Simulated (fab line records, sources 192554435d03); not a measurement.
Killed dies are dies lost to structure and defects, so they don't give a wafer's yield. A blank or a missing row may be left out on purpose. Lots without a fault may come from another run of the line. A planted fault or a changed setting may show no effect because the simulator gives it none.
Split-lot experiment | flow n5_finfet | 7 lots, 21 wafers read, on a route of 1938 steps

THE SPLIT
At N5_BEOL_M6_TRENCH_ETCH_37 (etches SiCOH lowk in C4F6/O2, target depth 94.435 nm, time 31.5 s), the setting time_s was moved away from the recipe's 31.5 s on 8 of the 21 wafers read, by -21.0% to +22.3%. The other wafers ran this setting at the recipe's value.

FROM THE SPLIT TO THE READING: what the file shows between them, 11 steps
- N5_BEOL_M6_ETCH_41: etches SiCN in CH3F/O2, target depth 29.7 nm, time 52 s
- N5_BEOL_M6_STRIP_80: strips in N2/H2, time 10 s
- N5_BEOL_M6_OCD_MEAS_38
- N5_BEOL_M6_HM_STRIP_39: strips TiN in peroxide tin strip, target depth 25 nm, time 158 s
- N5_BEOL_M6_SRD_40: time 30 s
- N5_BEOL_M6_ECD_50: material Cu, target thk 300 nm
- N5_BEOL_M6_ANNEAL_51: time 90 s
- N5_BEOL_M6_CMP_52: polishes, stops on SiCOH lowk, t overpolish 6.9 s, target thk 80 nm
- N5_BEOL_M6_THK_MEAS_53: measures by xrf
- N5_BEOL_M6_PRE_CLEAN_55: time 15 s
- N5_BEOL_M6_DEP_56: deposits SiCN from 3MS/NH3, target thk 10 nm, time 17.5 s

THE READING
M6_RS, in ohm/sq, at N5_BEOL_M6_RS_MEAS_57 (measures by four-point-probe). Fault-free wafers of this fab line usually give 0.287 ohm/sq, standard deviation 0.0058 ohm/sq.

wafer  | tool, chamber at the split | time_s as run, s | against the recipe | M6_RS, ohm/sq | against lot-mates on the recipe
L075.3 | rie_diel-03, 3             | 27.4             | -13.0%             | 0.355         | +0.067
L075.4 | rie_diel-03, 2             | 27.4             | -13.0%             | 0.346         | +0.058
L075.6 | rie_diel-03, 1             | 31.5             | recipe             | 0.288         | -
L076.2 | rie_diel-01, 0             | 38.54            | +22.3%             | 0.212         | -0.079
L076.3 | rie_diel-01, 2             | 31.5             | recipe             | 0.291         | -
L076.5 | rie_diel-01, 3             | 38.54            | +22.3%             | 0.213         | -0.078
L078.3 | rie_diel-02, 0             | 31.5             | recipe             | 0.287         | -
L078.4 | rie_diel-02, 1             | 31.5             | recipe             | 0.275         | -
L078.6 | rie_diel-02, 2             | 31.5             | recipe             | 0.279         | -
L081.1 | rie_diel-03, 1             | 31.5             | recipe             | 0.287         | -
L081.2 | rie_diel-03, 2             | 26.58            | -15.6%             | 0.370         | +0.082
L081.5 | rie_diel-03, 0             | 31.5             | recipe             | 0.289         | -
L086.1 | rie_diel-03, 0             | 31.5             | recipe             | 0.284         | -
L086.2 | rie_diel-03, 1             | 31.5             | recipe             | 0.291         | -
L086.4 | rie_diel-03, 2             | 31.5             | recipe             | 0.290         | -
L087.1 | rie_diel-01, 2             | 24.88            | -21.0%             | 0.405         | no lot-mate on the recipe
L087.3 | rie_diel-01, 3             | 24.88            | -21.0%             | 0.408         | no lot-mate on the recipe
L087.4 | rie_diel-01, 1             | 24.88            | -21.0%             | 0.391         | no lot-mate on the recipe
L096.3 | rie_diel-01, 1             | 31.5             | recipe             | 0.276         | -
L096.4 | rie_diel-01, 3             | 31.5             | recipe             | 0.283         | -
L096.5 | rie_diel-01, 1             | 31.5             | recipe             | 0.282         | -

THE FIT
A straight line over all 21 wafers: M6_RS changes by -0.00454 ohm/sq for each +1% of time_s; r = -0.98; the points scatter about the line by 0.012 ohm/sq.
The same after taking each lot's own level away (the mean of its wafers on the recipe; 18 wafers): -0.00406 ohm/sq for each +1%; r = -0.99; scatter 0.007 ohm/sq.
On that fit, the largest move of time_s shifts the reading by 0.091 ohm/sq.
The lots' own levels span 0.2803 to 0.2910 ohm/sq, that is 1.8 times the standard deviation above.
So the lot-to-lot level changes the slope: the two fits differ.
Check: with one of the wafers moved furthest among these (+22.3%) left out of the fit, the line predicts -0.0922 ohm/sq for it against its lot-mates. It came out at -0.079 ohm/sq against them.

THE WHOLE CHAIN: every reading that the file lists as answering this split, in the file's order
step                      | what it does                                                        | reading                                                                      | change (the file's fit)               | r (the file's)
N5_BEOL_M6_TRENCH_ETCH_37 | etches SiCOH lowk in C4F6/O2, target depth 94.435 nm, time 31.5 s   | BEOL_M6.feature_depth_nm (the simulator's own value, which no gauge read)    | +0.992 nm for each +1% of the setting | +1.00
N5_BEOL_M6_TRENCH_ETCH_37 | etches SiCOH lowk in C4F6/O2, target depth 94.435 nm, time 31.5 s   | etch.depth_nm (the simulator's own value, which no gauge read)               | +0.991 nm for each +1% of the setting | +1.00
N5_BEOL_M6_OCD_MEAS_38    |                                                                     | trench_depth_nm                                                              | +0.975 nm for each +1% of the setting | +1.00
N5_BEOL_M6_CMP_52         | polishes, stops on SiCOH lowk, t overpolish 6.9 s, target thk 80 nm | Cu_of_BEOL_M6_ECD_50.thk_nm (the simulator's own value, which no gauge read) | +1.03 nm for each +1% of the setting  | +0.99
N5_BEOL_M6_THK_MEAS_53    | measures by xrf                                                     | M6_THK                                                                       | +1.02 for each +1% of the setting     | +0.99
N5_BEOL_M6_RS_MEAS_57     | measures by four-point-probe                                        | M6_RS                                                                        | -0.00422 for each +1% of the setting  | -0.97

THE FILE'S OWN FIT
M6_RS changes by -0.00422 ohm/sq for each +1% of time_s, r = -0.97.
